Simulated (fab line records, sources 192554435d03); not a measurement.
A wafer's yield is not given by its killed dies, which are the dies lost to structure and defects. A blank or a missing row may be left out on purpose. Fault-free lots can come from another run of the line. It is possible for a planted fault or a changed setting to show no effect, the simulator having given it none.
Struck lot and sound lot, side by side + flow n5Finfet + 25 steps out of a route of 1938
Sound: the wafers L158.1, L158.4, L158.5. Wafers struck: L175.2, L175.4, L175.6. The cause is given at the end.
Each step with rows lists, per side, the tool, then ch with its chambers, then its first start. Under that, the readings that differ: sound wafers + struck wafers + difference of the means + sigmas: that difference in standard deviations of wafers without a fault.
alike: readings with means less than 2 such deviations apart, plus words and numbers identical on both sides. not compared: withheld readings, readings lacking a value on some wafer, bounds such as >300 that could conceal the same value, and numbers that have no deviation in the record and whose values overlap.
The two part at a step that has a row with sigmas, a row that says differs or no value, or rows on one side only. When numbers do not overlap yet have no deviation, they are printed without sigmas and do not part them. A reading missing from all wafers of one side parts the sides only when that side holds two or more wafers.

first, 8 steps without rows for these wafers: N5_BEOL_M8_DEVELOP_10 (develop time 30 s); N5_BEOL_M8_DESCUM_16 (chemistry O2, time 7.9 s); N5_BEOL_M8_ETCH_61 (etches SiARC in CF4, target depth 45.5 nm, time 75.8 s); N5_BEOL_M8_ETCH_62 (etches SOC in N2/H2, target depth 110 nm, overetch 22 nm, time 165 s); N5_BEOL_M8_STRIP_68 (strips in N2/H2); N5_BEOL_M8_STRIP_67 (strips in CF4); N5_BEOL_M8_HM_OPEN_17 (chemistry Cl2/BCl3, target TiN, target depth 20 nm, overetch 6 nm); N5_BEOL_M8_STRIP_19 (strips in O2).
N5_BEOL_M8_COAT_63: time 60 s, resist thk 60 nm.
  sound on lithoTrack-04 ch 0, day 9 16:44; struck on lithoTrack-04 ch 0, day 13 17:18
| reading                                 | sound                | struck               | difference | sigmas |
|-----------------------------------------|----------------------|----------------------|------------|--------|
| spinSpeedRpm (rpm)                      | 1498.9 1500.3 1499.1 | 1597.1 1597.2 1596.7 | +97.6      | +98    |
| model.SOC_of_BEOL_M8_COAT_63.thkNm (nm) | 59.8 60.2 60.2       | 58.2 58.4 58.6       | -1.7       |        |
then, 11 steps without rows for these wafers: N5_BEOL_M8_COAT_64 (time 60 s, resist thk 12 nm); N5_BEOL_M8_COAT_71 (time 60 s, resist thk 5 nm); N5_BEOL_M8_COAT_22 (resist thk 30 nm); N5_BEOL_M8_EBR_24; N5_BEOL_M8_SOFTBAKE_23 (time 60 s); N5_BEOL_M8_EXPOSE_25 (exposes mask V7, target cd 40 nm); N5_BEOL_M8_PEB_26 (peb time 60 s); N5_BEOL_M8_DEVELOP_27 (develop time 30 s); N5_BEOL_M8_DESCUM_33 (chemistry O2, time 7 s); N5_BEOL_M8_ETCH_72 (etches underlayer in N2/H2, target depth 6.5 nm, time 5.2 s); N5_BEOL_M8_ETCH_65 (etches SiARC in CF4, target depth 15.6 nm, time 26 s).
N5_BEOL_M8_ETCH_66: etches SOC in N2/H2, target depth 80 nm, overetch 16 nm, time 120 s.
  sound on rieDiel-02 ch 0,1,2, day 9 17:22; struck on rieDiel-05 ch 0,1, day 13 17:57
| reading                 | sound             | struck            | difference | sigmas |
|-------------------------|-------------------|-------------------|------------|--------|
| model.etch.depthNm (nm) | 59.86 60.14 60.11 | 58.15 58.37 58.52 | -1.69      |        |
  alike: drypumpMotorCurrentA, oesProductAu, rfVppV, showerheadPlenumPTorr, throttleValvePct
  not compared: rfHoursCounterH
then, 2 steps without rows for these wafers: N5_BEOL_M8_STRIP_69 (strips in N2/H2); N5_BEOL_M8_STRIP_73 (strips in N2/H2).
N5_BEOL_M8_VIA_ETCH_34: etches SiCOH lowk in C4F6/O2, target depth 125.5 nm, time 50.5 s.
  sound on rieDiel-02 ch 0,1,2, day 9 17:28; struck on rieDiel-05 ch 0,1, day 13 18:03
| reading                                 | sound        | struck       | difference | sigmas |
|-----------------------------------------|--------------|--------------|------------|--------|
| model.SOC_of_BEOL_M8_COAT_63.thkNm (nm) | 53.8 54 54.2 | 51.8 52 52.2 | -2.0       |        |
  alike: drypumpMotorCurrentA, oes_o_777_au, oesProductAu, rfVppV, showerheadPlenumPTorr, throttleValvePct
  not compared: rfHoursCounterH
then, 1 step without rows for these wafers: N5_BEOL_M8_STRIP_76 (strips in C4F6/O2).

## WHERE THEY PART
Only at N5_BEOL_M8_COAT_63, within this record. Later steps at which nothing parts them and some readings are alike: N5_BEOL_M8_ETCH_66, N5_BEOL_M8_VIA_ETCH_34.

WHY: whatever the simulator had introduced
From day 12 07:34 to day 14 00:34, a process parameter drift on lithoTrack-04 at N5_BEOL_M8_COAT_63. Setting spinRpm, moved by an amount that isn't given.
